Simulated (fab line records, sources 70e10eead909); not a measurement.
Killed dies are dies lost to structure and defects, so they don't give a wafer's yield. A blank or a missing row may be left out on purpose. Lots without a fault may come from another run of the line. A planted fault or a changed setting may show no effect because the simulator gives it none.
Chamber matching | flow nand_harc | NHARC_P_M2_ETCH_35 on rie_diel-12: 4 sister chambers
The step etches the open film in N2/H2, target depth 40 nm, overetch 12 nm, time 43.94 s. 4 wafers are shown with their chamber, then 9 later ones without.

WAFERS WITH THEIR CHAMBER
wafer  | chamber | rf_vpp_V (V)
L089.1 | 2       | 428.9
L091.3 | 3       | 428.6
L091.5 | 0       | 427.2
L091.6 | 1       | 432.1

WAFERS WITHOUT THEIR CHAMBER
wafer  | rf_vpp_V (V)
L092.1 | 427.2
L092.2 | 425.3
L092.5 | 425.3
L094.1 | 429.2
L094.2 | 429.8
L094.5 | 426.9
L095.1 | 426.1
L095.4 | 430.7
L095.5 | 430.1

WHICH CHAMBER EACH WENT THROUGH
wafer  | from the rows above               | in truth
L092.1 | can't be placed: 0 or 3 or 2      | 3
L092.2 | can't be placed: 0 or 3 or 2      | 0
L092.5 | can't be placed: 0 or 3 or 2      | 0
L094.1 | can't be placed: 2 or 3 or 0      | 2
L094.2 | can't be placed: 2 or 3 or 1 or 0 | 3
L094.5 | can't be placed: 0 or 3 or 2      | 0
L095.1 | can't be placed: 0 or 3 or 2      | 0
L095.4 | can't be placed: 1 or 2 or 3 or 0 | 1
L095.5 | can't be placed: 2 or 3 or 1 or 0 | 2
Placed correctly: 0 of 9. Can't be placed from these rows: 9 (the true chamber is among the candidates in 9). Placed wrongly: 0.
How it was worked out, from the rows above alone: a wafer's distance from a chamber is the root of the sum, over the readings, of the square of ((its reading less the chamber's mean) divided by the reading's scatter). The wafer belongs to the nearest chamber; if the next one is less than 2 further off, it can't be placed. A chamber's mean is the mean of its shown wafers. The scatter: with one shown wafer a chamber, the root of the mean of the squares of how far each hidden wafer lies from its nearest shown one.
